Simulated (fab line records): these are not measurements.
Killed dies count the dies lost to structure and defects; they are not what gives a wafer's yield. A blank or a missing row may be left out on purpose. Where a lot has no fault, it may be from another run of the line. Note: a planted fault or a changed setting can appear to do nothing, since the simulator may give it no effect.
Chamber matching | flow nand harc | NHARC_THIN_TSV_DEP_43 on pecvd-04: 3 sister chambers
The step deposits SiO2, target thk 1328.5 nm. 14 wafers are shown with their chamber, then 7 later ones without.

WAFERS WITH THEIR CHAMBER
wafer  | chamber | throttle valve pct (%)
L074.1 | 2       | 16.5
L074.3 | 0       | 15.6
L074.5 | 2       | 16.6
L076.1 | 1       | 15.3
L076.2 | 0       | 15.5
L076.3 | 2       | 16.8
L076.4 | 1       | 15.4
L076.5 | 0       | 15.9
L076.6 | 2       | 16.7
L080.4 | 0       | 15.9
L080.5 | 2       | 16.7
L080.6 | 1       | 15.5
L089.1 | 2       | 16.3
L089.3 | 0       | 15.8

SIGNATURES, as means of the wafers listed above
reading            | chamber 0 | chamber 1 | chamber 2 | scatter within a chamber
throttle valve pct | 15.740    | 15.400    | 16.600    | 0.168
Rule: for each reading, subtract the chamber's mean from the wafer's reading, divide by that reading's scatter and square the result; add these up over the readings and take the root, which gives the wafer's distance from the chamber. The wafer belongs to the nearest chamber; if the next one is less than 2 further off, it can't be placed. The scatter: take each reading less its chamber's mean, square it, sum over the shown wafers, divide by the number of wafers less the number of chambers, and take the root.

WAFERS WITH NO CHAMBER GIVEN
wafer  | throttle valve pct (%)
L089.4 | 15.3
L091.1 | 16.4
L091.3 | 15.7
L091.4 | 16.6
L094.3 | 15.5
L094.4 | 15.7
L094.6 | 16.6

WHICH CHAMBER EACH ONE RAN IN
wafer  | from the rows above     | in truth
L089.4 | 1                       | 1
L091.1 | 2                       | 2
L091.3 | can't be placed: 0 or 1 | 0
L091.4 | 2                       | 2
L094.3 | can't be placed: 1 or 0 | 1
L094.4 | can't be placed: 0 or 1 | 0
L094.6 | 2                       | 2
4 of 7 placed correctly. Not placeable from these rows: 3 (in 3, the candidates include the true chamber). 0 placed wrongly.
